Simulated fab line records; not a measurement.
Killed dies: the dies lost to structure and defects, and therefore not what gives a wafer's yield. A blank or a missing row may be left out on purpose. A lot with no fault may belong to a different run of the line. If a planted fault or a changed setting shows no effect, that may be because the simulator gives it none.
Split-lot experiment || flow n5Finfet || route with 1938 steps; 7 lots, 21 wafers read

## SPLIT DETAILS
At N5_BEOL_M14_PEB_26 (peb time 90 s), the setting pebTempC was moved away from the recipe's 130 C on 4 of the 21 wafers read, by -2.4% to +2.8%. The other wafers ran this setting at the recipe's value.

## FROM THE SPLIT TO THE READING: what the file shows between them, 2 steps
- N5_BEOL_M14_DEVELOP_27: develop time 45 s
- N5_BEOL_M14_HARDBAKE_32: time 120 s

## THE READING
cdNm, in nm, at N5_BEOL_M14_CD_MEAS_28 (target cd 284.4 nm). On this fab line, fault-free wafers typically give 282.9 nm with a standard deviation of 2.5 nm.

{"wafer": "L076.1", "tool, chamber at the split": "lithoTrack-05, 0", "pebTempC as run, C": 130, "against the recipe": "recipe", "cdNm, nm": 287.5, "against lot-mates on the recipe": "-"}
{"wafer": "L076.5", "tool, chamber at the split": "lithoTrack-05, 0", "pebTempC as run, C": 126.9, "against the recipe": "-2.4%", "cdNm, nm": 270.3, "against lot-mates on the recipe": -16.6}
{"wafer": "L076.6", "tool, chamber at the split": "lithoTrack-05, 0", "pebTempC as run, C": 130, "against the recipe": "recipe", "cdNm, nm": 286.4, "against lot-mates on the recipe": "-"}
{"wafer": "L080.2", "tool, chamber at the split": "lithoTrack-05, 0", "pebTempC as run, C": 130, "against the recipe": "recipe", "cdNm, nm": 284.3, "against lot-mates on the recipe": "-"}
{"wafer": "L080.4", "tool, chamber at the split": "lithoTrack-05, 0", "pebTempC as run, C": 127.8, "against the recipe": "-1.7%", "cdNm, nm": 268.5, "against lot-mates on the recipe": -14.8}
{"wafer": "L080.5", "tool, chamber at the split": "lithoTrack-05, 0", "pebTempC as run, C": 130, "against the recipe": "recipe", "cdNm, nm": 282.2, "against lot-mates on the recipe": "-"}
{"wafer": "L081.2", "tool, chamber at the split": "lithoTrack-03, 0", "pebTempC as run, C": 130, "against the recipe": "recipe", "cdNm, nm": 282.8, "against lot-mates on the recipe": "-"}
{"wafer": "L081.3", "tool, chamber at the split": "lithoTrack-03, 0", "pebTempC as run, C": 130, "against the recipe": "recipe", "cdNm, nm": 279.3, "against lot-mates on the recipe": "-"}
{"wafer": "L081.4", "tool, chamber at the split": "lithoTrack-03, 0", "pebTempC as run, C": 130, "against the recipe": "recipe", "cdNm, nm": 280.9, "against lot-mates on the recipe": "-"}
{"wafer": "L084.3", "tool, chamber at the split": "lithoTrack-03, 0", "pebTempC as run, C": 130, "against the recipe": "recipe", "cdNm, nm": 282.8, "against lot-mates on the recipe": "-"}
{"wafer": "L084.5", "tool, chamber at the split": "lithoTrack-03, 0", "pebTempC as run, C": 132.8, "against the recipe": "+2.2%", "cdNm, nm": 292.2, "against lot-mates on the recipe": "+9.6"}
{"wafer": "L084.6", "tool, chamber at the split": "lithoTrack-03, 0", "pebTempC as run, C": 130, "against the recipe": "recipe", "cdNm, nm": 282.3, "against lot-mates on the recipe": "-"}
{"wafer": "L091.1", "tool, chamber at the split": "lithoTrack-05, 0", "pebTempC as run, C": 130, "against the recipe": "recipe", "cdNm, nm": 283.6, "against lot-mates on the recipe": "-"}
{"wafer": "L091.4", "tool, chamber at the split": "lithoTrack-05, 0", "pebTempC as run, C": 130, "against the recipe": "recipe", "cdNm, nm": 284.3, "against lot-mates on the recipe": "-"}
{"wafer": "L091.5", "tool, chamber at the split": "lithoTrack-05, 0", "pebTempC as run, C": 130, "against the recipe": "recipe", "cdNm, nm": 284.6, "against lot-mates on the recipe": "-"}
{"wafer": "L094.1", "tool, chamber at the split": "lithoTrack-02, 0", "pebTempC as run, C": 130, "against the recipe": "recipe", "cdNm, nm": 282.3, "against lot-mates on the recipe": "-"}
{"wafer": "L094.2", "tool, chamber at the split": "lithoTrack-02, 0", "pebTempC as run, C": 130, "against the recipe": "recipe", "cdNm, nm": 285.4, "against lot-mates on the recipe": "-"}
{"wafer": "L094.5", "tool, chamber at the split": "lithoTrack-02, 0", "pebTempC as run, C": 130, "against the recipe": "recipe", "cdNm, nm": 282.1, "against lot-mates on the recipe": "-"}
{"wafer": "L093.3", "tool, chamber at the split": "lithoTrack-05, 0", "pebTempC as run, C": 130, "against the recipe": "recipe", "cdNm, nm": 279.6, "against lot-mates on the recipe": "-"}
{"wafer": "L093.5", "tool, chamber at the split": "lithoTrack-05, 0", "pebTempC as run, C": 133.7, "against the recipe": "+2.8%", "cdNm, nm": 298.0, "against lot-mates on the recipe": "+18.9"}
{"wafer": "L093.6", "tool, chamber at the split": "lithoTrack-05, 0", "pebTempC as run, C": 130, "against the recipe": "recipe", "cdNm, nm": 278.6, "against lot-mates on the recipe": "-"}

THE FIT
A straight line over all 21 wafers: cdNm changes by +5.53 nm for each +1% of pebTempC; r = +0.92; the points scatter about the line by 2.6 nm.
The same after taking each lot's own level away (the mean of its wafers on the recipe; 21 wafers): +6.56 nm for each +1%; r = +0.97; scatter 1.6 nm.
That fit puts the effect of the largest move of pebTempC on the reading at 19 nm.
Measured against the standard deviation above, the lots' own levels, which go from 279.10 to 286.95 nm, span 3.1 times it.
In other words, the slope is changed by the lot-to-lot level; the two fits disagree.
Check: with one of the wafers moved furthest among these (+2.8%) left out of the fit, the line predicts +17.8 nm for it against its lot-mates. Against them it came out at +18.9 nm.

## THE WHOLE CHAIN: every reading that the file lists as answering this split, in the file's order
{"step": "N5_BEOL_M14_CD_MEAS_28", "what it does": "target cd 284.4 nm", "reading": "cdNm", "change (the file's fit)": "+6.55 nm for each +1% of the setting", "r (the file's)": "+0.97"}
{"step": "N5_BEOL_M14_DESCUM_33", "what it does": "chemistry O2, time 7.9 s", "reading": "BEOL_M14.cdNm (the simulator's own value, which no gauge read)", "change (the file's fit)": "+6.51 nm for each +1% of the setting", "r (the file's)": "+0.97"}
{"step": "N5_BEOL_M14_ETCH_67", "what it does": "etches SiARC in CF4, target depth 143 nm, time 238.3 s", "reading": "BEOL_M14.cdNm (the simulator's own value, which no gauge read)", "change (the file's fit)": "+6.57 nm for each +1% of the setting", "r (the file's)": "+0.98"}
{"step": "N5_BEOL_M14_ETCH_68", "what it does": "etches SOC in N2/H2, time 450 s", "reading": "BEOL_M14.cdNm (the simulator's own value, which no gauge read)", "change (the file's fit)": "+7.01 nm for each +1% of the setting", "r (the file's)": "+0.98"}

## FILE'S OWN FIT
cdNm changes by +6.55 nm for each +1% of pebTempC, r = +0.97.
